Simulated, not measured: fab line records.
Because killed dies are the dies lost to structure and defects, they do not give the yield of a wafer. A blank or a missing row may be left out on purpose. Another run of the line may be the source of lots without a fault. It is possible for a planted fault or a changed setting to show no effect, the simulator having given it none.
Comparing a struck lot with a sound one / flow nand harc / 13 steps out of a route of 1159
Sound: these wafers, L374.2, L374.5, L374.6. The struck wafers were L367.3, L367.4, L367.5. The cause is given at the end.
Each step with rows lists, per side, the tool, then ch with its chambers, then its first start. Under that, the readings that differ: sound wafers / struck wafers / difference of the means / sigmas: that difference in standard deviations of wafers without a fault.
alike: readings whose means differ by less than 2 such deviations, and words and numbers that are the same on both sides. not compared: withheld readings, readings that some wafer has no value for, bounds like >300 that may hide the same value, and numbers for which the record gives no deviation and whose values overlap.
Wherever a step has rows on one side only, a row that says differs or no value, or a row with sigmas, the two part there. Numbers that have no deviation but don't overlap get no sigmas and don't part them. A reading that every wafer of one side lacks parts them only if that side has two wafers or more.

NHARC_A_CONTACT_CVD_19: deposits W, target thk 300 nm, time 802 s.
  sound: cvd w-01 ch 0,1; struck: cvd w-01 ch 0,1
  alike: heater power w, throttle valve pct
  not compared: since wet clean h
NHARC_A_CONTACT_CMP_20: polishes, t overpolish 30 s, target thk 300 nm.
  sound on cmp-03 ch 1,2, day 21 17:28; struck on cmp-04 ch 0,3, day 19 17:05
reading=time to endpoint s (s); sound=60.9 66.7 59.4; struck=56.6 57.0 55.4; difference=-6.0; sigmas=-2
  alike: motor current A, overpolish run s
  not compared: pad life wafers
then, 1 step without rows for these wafers: NHARC_A_CONTACT_SRD_22.
NHARC_A_CONTACT_INSPECT_23:
  struck on defect inspect-01, day 19 17:28; sound on defect inspect-02, day 21 17:50
  alike: raw defect count
then, 7 steps without rows for these wafers: NHARC_A_BLC_DEHYDRATE_00 (time 120 s); NHARC_A_BLC_HMDS_01 (time 30 s); NHARC_A_BLC_COAT_02 (time 75 s); NHARC_A_BLC_COAT_03 (time 65 s); NHARC_A_BLC_COAT_04 (resist thk 90 nm); NHARC_A_BLC_SOFTBAKE_05 (time 55 s); NHARC_A_BLC_EBR_06.
NHARC_A_BLC_EXPOSE_07: exposes mask A BLC, target cd 100 nm.
  struck on arfi scanner-03, day 19 17:50; sound on arfi scanner-03 ch 0, day 21 18:13
  no value came back on the struck wafers for exposure dose mJ cm2, focus offset nm (nm), reticle temp C (C); on the sound wafers exposure dose mJ cm2 reads 67.9 67.8 67.8
  alike: mask
then, 1 step without rows for these wafers: NHARC_A_BLC_PEB_08 (peb time 65 s).

== WHERE THEY PART ==
Earliest at NHARC_A_CONTACT_CMP_20; latest, in this record, at NHARC_A_BLC_EXPOSE_07.

WHY: whatever the simulator had introduced
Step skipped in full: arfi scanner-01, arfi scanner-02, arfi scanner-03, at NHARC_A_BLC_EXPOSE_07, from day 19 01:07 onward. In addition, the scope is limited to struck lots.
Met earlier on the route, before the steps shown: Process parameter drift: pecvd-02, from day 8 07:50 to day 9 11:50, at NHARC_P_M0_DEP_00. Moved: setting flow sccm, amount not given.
